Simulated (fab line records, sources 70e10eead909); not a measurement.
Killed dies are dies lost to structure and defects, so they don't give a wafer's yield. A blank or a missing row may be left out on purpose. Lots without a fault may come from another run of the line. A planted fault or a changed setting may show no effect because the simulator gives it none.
Problem report in the 8D (eight disciplines) form, filled by code | flow nand_harc | the parts of the form that need people (team, actions taken, sign-off) are left out

1. THE PROBLEM
rf_fwd_power_W at NHARC_A_SLIT_ETCH_24 reads a mean of 579.0 W on 2 wafers of 2 lots; wafers without a fault read 495.0 W with a standard deviation of 1.9. That is +44 standard deviations from the usual mean.
The step: etches the open film in CF4/CHF3, target depth 121 nm, time 60.5 s.
First seen on wafer L159.3, day 23 01:40, on rie_diel-11. The record holds 33 wafers of 11 lots with a number at this step. Rule for "out", or "out of limits": more than 4 standard deviations from the usual mean. The other wafers with a number count as sound.

2. WHAT IT IS AND WHAT IT IS NOT
question                    | is                             | is not
which readings at this step | rf_fwd_power_W, oes_product_au | drypump_motor_current_A, rf_vpp_V, showerhead_plenum_p_Torr, throttle_valve_pct
which lots                  | L159, L160                     | L153, L154, L166, L167, L170, L171, L172, L173, L174
which wafers of those lots  | L159.3, L160.1                 | L159.1, L159.5, L160.3, L160.6
read on which tools         | rie_diel-11                    | rie_diel-03, rie_diel-06
when                        | from day 23 01:40              | up to then (8 sound wafers); but 23 sound wafers of L160, L166, L167, L170, L171, L172, L173, L174 came after

3. SUSPECTS, AND WHAT RULES EACH OUT
Counting: a tool at a process step up to the reading stays a suspect if it ran every lot that is out. Sound lots after the first of them don't rule it out here, since some wafers of a struck lot are sound.
- rie_diel-11 at NHARC_A_SLIT_ETCH_24 (etches the open film in CF4/CHF3, target depth 121 nm, time 60.5 s): kept. It ran every lot that is out, first L159 (day 23 01:40). Its own readings are out on those wafers: oes_product_au, rf_fwd_power_W.
- Within rie_diel-11 at NHARC_A_SLIT_ETCH_24: the wafers that are out ran in chamber 2; their sound lot-mates ran in chambers 0, 3.
Left after counting: rie_diel-11 at NHARC_A_SLIT_ETCH_24.

4. THE CAUSE (what the simulator had put in)
Process parameter drift: rie_diel-11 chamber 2, from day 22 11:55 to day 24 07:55, at NHARC_A_SLIT_ETCH_24. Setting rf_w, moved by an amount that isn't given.
Counting left only this tool.

5. THE CHAIN OF EFFECTS, in route order
Each row: a reading whose mean over the struck wafers that have a number lies more than 3 standard deviations from the usual. Only readings for which the record gives a usual standard deviation are gone through. hours: the time from each lot's start at the first step in this table that gives one to its start at this step, as a median over the lots. sigmas: the change in usual standard deviations.
hours | step                 | reading        | usual      | on struck wafers | change | sigmas
0     | NHARC_A_SLIT_ETCH_24 | oes_product_au | 0.967 a.u. | 1.063            | +0.096 | +5.7
0     | NHARC_A_SLIT_ETCH_24 | rf_fwd_power_W | 495.0 W    | 579.0            | +84.0  | +44
The process steps in it:
- NHARC_A_SLIT_ETCH_24: etches the open film in CF4/CHF3, target depth 121 nm, time 60.5 s.

6. WHAT WOULD HAVE CAUGHT IT SOONER
In this record the first reading out of limits was taken at day 23 01:40, 14 hours after the fault began at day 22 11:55.
